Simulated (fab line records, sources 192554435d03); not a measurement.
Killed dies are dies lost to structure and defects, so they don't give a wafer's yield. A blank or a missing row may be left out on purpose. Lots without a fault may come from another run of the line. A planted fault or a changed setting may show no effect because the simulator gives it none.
Chamber matching | flow n5_finfet | N5_MOL_CONTACT_COAG_ETCH_59 on rie_diel-04: 4 sister chambers
The step etches underlayer in N2/H2, target depth 13 nm, time 10.4 s. 14 wafers are shown with their chamber, then 7 later ones without.

WAFERS WITH THEIR CHAMBER
wafer  | chamber | showerhead_plenum_p_Torr (Torr) | throttle_valve_pct (%) | rf_vpp_V (V)
L077.1 | 3       | 2.41                            | 17.6                   | 519.7
L077.4 | 2       | 2.43                            | 18.1                   | 520.0
L077.5 | 3       | 2.41                            | 17.6                   | 519.0
L078.1 | 0       | 2.56                            | 18.2                   | 525.0
L078.3 | 1       | 2.62                            | 18.0                   | 524.9
L078.4 | 0       | 2.56                            | 18.2                   | 523.3
L079.1 | 1       | 2.62                            | 18.0                   | 525.4
L079.4 | 1       | 2.62                            | 18.0                   | 524.7
L079.6 | 3       | 2.40                            | 17.6                   | 520.6
L087.1 | 0       | 2.55                            | 18.3                   | 525.5
L087.2 | 2       | 2.42                            | 18.1                   | 522.5
L087.5 | 2       | 2.42                            | 18.1                   | 520.2
L090.3 | 1       | 2.61                            | 17.5                   | 524.6
L090.4 | 2       | 2.42                            | 18.1                   | 521.7

SIGNATURES (means of the wafers above)
reading                  | chamber 0 | chamber 1 | chamber 2 | chamber 3 | scatter within a chamber
showerhead_plenum_p_Torr | 2.5567    | 2.6175    | 2.4225    | 2.4067    | 0.00532
throttle_valve_pct       | 18.233    | 17.875    | 18.100    | 17.600    | 0.139
rf_vpp_V                 | 524.600   | 524.900   | 521.100   | 519.767   | 0.931
Rule: a wafer's distance from a chamber is the root of the sum, over the readings, of the square of ((its reading less the chamber's mean) divided by the reading's scatter). The wafer belongs to the nearest chamber; if the next one is less than 2 further off, it can't be placed. The scatter: the root of (the sum of the squares of (reading less its chamber's mean) over the shown wafers, divided by (wafers less chambers)).

WAFERS WITHOUT THEIR CHAMBER
wafer  | showerhead_plenum_p_Torr (Torr) | throttle_valve_pct (%) | rf_vpp_V (V)
L090.5 | 2.61                            | 17.5                   | 525.8
L096.2 | 2.61                            | 17.6                   | 525.1
L096.4 | 2.54                            | 18.3                   | 524.4
L096.5 | 2.41                            | 18.1                   | 519.6
L097.2 | 2.61                            | 17.6                   | 523.9
L097.3 | 2.54                            | 18.3                   | 523.3
L097.6 | 2.41                            | 18.1                   | 520.3

WHICH CHAMBER EACH WENT THROUGH
wafer  | from the rows above     | in truth
L090.5 | 1                       | 1
L096.2 | 1                       | 1
L096.4 | 0                       | 0
L096.5 | can't be placed: 2 or 3 | 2
L097.2 | 1                       | 1
L097.3 | 0                       | 0
L097.6 | can't be placed: 2 or 3 | 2
Placed correctly: 5 of 7. Can't be placed from these rows: 2 (the true chamber is among the candidates in 2). Placed wrongly: 0.
